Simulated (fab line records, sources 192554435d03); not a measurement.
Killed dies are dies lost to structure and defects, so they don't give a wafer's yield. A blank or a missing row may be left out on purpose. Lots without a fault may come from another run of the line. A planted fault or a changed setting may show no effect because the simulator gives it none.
Split-lot experiment | flow n5_finfet | 7 lots, 39 wafers read, on a route of 1938 steps

THE SPLIT
At N5_HKMG_FIN_ETCH_55 (etches SOC in N2/H2, target depth 240 nm, time 300 s), the setting time_s was moved away from the recipe's 300 s on 18 of the 39 wafers read, by -56.4% to +50.5%. The other wafers ran this setting at the recipe's value.

The reading is taken at the split's own step.

THE READING
SiARC_of_HKMG_FIN_COAT_42.thk_nm (the simulator's own value, which no gauge read), in nm, at N5_HKMG_FIN_ETCH_55 (etches SOC in N2/H2, target depth 240 nm, time 300 s). The file gives no usual value for it. The 21 wafers here that ran the recipe average 21.2 nm, standard deviation 0.4 nm.

wafer  | tool, chamber at the split | time_s as run, s | against the recipe | SiARC_of_HKMG_FIN_COAT_42.thk_nm, nm | against lot-mates on the recipe
L074.1 | rie_diel-01, 1             | 300              | recipe             | 20.6                                 | -
L074.2 | rie_diel-01, 0             | 443.4            | +47.8%             | 14.4                                 | -6.7
L074.3 | rie_diel-01, 2             | 300              | recipe             | 21.6                                 | -
L074.4 | rie_diel-01, 0             | 300              | recipe             | 21                                   | -
L074.5 | rie_diel-01, 1             | 443.4            | +47.8%             | 13.8                                 | -7.3
L074.6 | rie_diel-01, 2             | 443.4            | +47.8%             | 15.2                                 | -5.9
L075.1 | rie_diel-04, 1             | 449              | +49.7%             | 15                                   | -6.9
L075.2 | rie_diel-04, 0             | 449              | +49.7%             | 14.2                                 | -7.7
L075.3 | rie_diel-04, 3             | 300              | recipe             | 21.8                                 | -
L075.4 | rie_diel-04, 2             | 449              | +49.7%             | 14.8                                 | -7.1
L075.5 | rie_diel-04, 3             | 300              | recipe             | 22.2                                 | -
L075.6 | rie_diel-04, 2             | 300              | recipe             | 21.6                                 | -
L082.1 | rie_diel-04, 1             | 215              | -28.3%             | 25.2                                 | +3.9
L082.2 | rie_diel-04, 0             | 215              | -28.3%             | 24.8                                 | +3.5
L082.3 | rie_diel-04, 2             | 300              | recipe             | 21.2                                 | -
L082.4 | rie_diel-04, 3             | 300              | recipe             | 21.6                                 | -
L082.5 | rie_diel-04, 1             | 300              | recipe             | 21.2                                 | -
L082.6 | rie_diel-04, 2             | 215              | -28.3%             | 25.2                                 | +3.9
L087.1 | rie_diel-03, 3             | 451.4            | +50.5%             | 14                                   | -7.0
L087.2 | rie_diel-03, 0             | 451.4            | +50.5%             | 14                                   | -7.0
L087.3 | rie_diel-03, 1             | 300              | recipe             | 21                                   | -
L087.4 | rie_diel-03, 0             | 300              | recipe             | 20.8                                 | -
L087.5 | rie_diel-03, 1             | 451.4            | +50.5%             | 13.8                                 | -7.2
L087.6 | rie_diel-03, 3             | 300              | recipe             | 21.2                                 | -
L089.3 | rie_diel-04, 2             | 300              | recipe             | 21                                   | -
L089.4 | rie_diel-04, 3             | 300              | recipe             | 21.4                                 | -
L089.6 | rie_diel-04, 1             | 300              | recipe             | 21                                   | -
L088.1 | rie_diel-03, 1             | 242.3            | -19.2%             | 23.6                                 | +2.5
L088.2 | rie_diel-03, 0             | 300              | recipe             | 21                                   | -
L088.3 | rie_diel-03, 3             | 300              | recipe             | 21                                   | -
L088.4 | rie_diel-03, 2             | 242.3            | -19.2%             | 24                                   | +2.9
L088.5 | rie_diel-03, 3             | 242.3            | -19.2%             | 23.6                                 | +2.5
L088.6 | rie_diel-03, 2             | 300              | recipe             | 21.2                                 | -
L090.1 | rie_diel-01, 0             | 130.7            | -56.4%             | 29                                   | +8.3
L090.2 | rie_diel-01, 3             | 300              | recipe             | 20.8                                 | -
L090.3 | rie_diel-01, 2             | 130.7            | -56.4%             | 29                                   | +8.3
L090.4 | rie_diel-01, 1             | 300              | recipe             | 20.8                                 | -
L090.5 | rie_diel-01, 0             | 130.7            | -56.4%             | 28.8                                 | +8.1
L090.6 | rie_diel-01, 1             | 300              | recipe             | 20.6                                 | -

THE FIT
A straight line over all 39 wafers: SiARC_of_HKMG_FIN_COAT_42.thk_nm changes by -0.138 nm for each +1% of time_s; r = -1.00; the points scatter about the line by 0.39 nm.
The same after taking each lot's own level away (the mean of its wafers on the recipe; 39 wafers): -0.142 nm for each +1%; r = -1.00; scatter 0.29 nm.
On that fit, the largest move of time_s shifts the reading by 8 nm.
The lots' own levels span 20.73 to 21.87 nm, that is 2.9 times the standard deviation above.
So the lot-to-lot level changes the slope little: the two slopes agree.
Check: with one of the wafers moved furthest among these (-56.4%) left out of the fit, the line predicts +7.94 nm for it against its lot-mates. It came out at +8.27 nm against them.

OTHER SPLITS ON THESE WAFERS
These wafers also went through other splits before the reading. Each is held against what the fit with the lots' levels taken away leaves over:
other split on the same wafers           | wafers away from the commonest value | r with SiARC_of_HKMG_FIN_COAT_42.thk_nm (lot level and that fit taken away)
N5_PMOS_HMC_CHANNEL_EPI_HM_DEP_34 time_s | 9                                    | -0.24
N5_FIN_SAQP_SPACER1_ALD_24 ald_cycles    | 18                                   | +0.06
N5_SDB_ALD_29 ald_cycles                 | 9                                    | -0.38

THE WHOLE CHAIN: every reading that the file lists as answering this split, in the file's order
step                | what it does                                         | reading                                                                           | change (the file's fit)               | r (the file's)
N5_HKMG_FIN_ETCH_55 | etches SOC in N2/H2, target depth 240 nm, time 300 s | etch.depth_nm (the simulator's own value, which no gauge read)                    | +2.42 nm for each +1% of the setting  | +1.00
N5_HKMG_FIN_ETCH_55 | etches SOC in N2/H2, target depth 240 nm, time 300 s | HKMG_FIN.feature_depth_nm (the simulator's own value, which no gauge read)        | +2.42 nm for each +1% of the setting  | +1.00
N5_HKMG_FIN_ETCH_55 | etches SOC in N2/H2, target depth 240 nm, time 300 s | SiARC_of_HKMG_FIN_COAT_42.thk_nm (the simulator's own value, which no gauge read) | -0.142 nm for each +1% of the setting | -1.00

THE FILE'S OWN FIT
SiARC_of_HKMG_FIN_COAT_42.thk_nm changes by -0.142 nm for each +1% of time_s, r = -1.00.
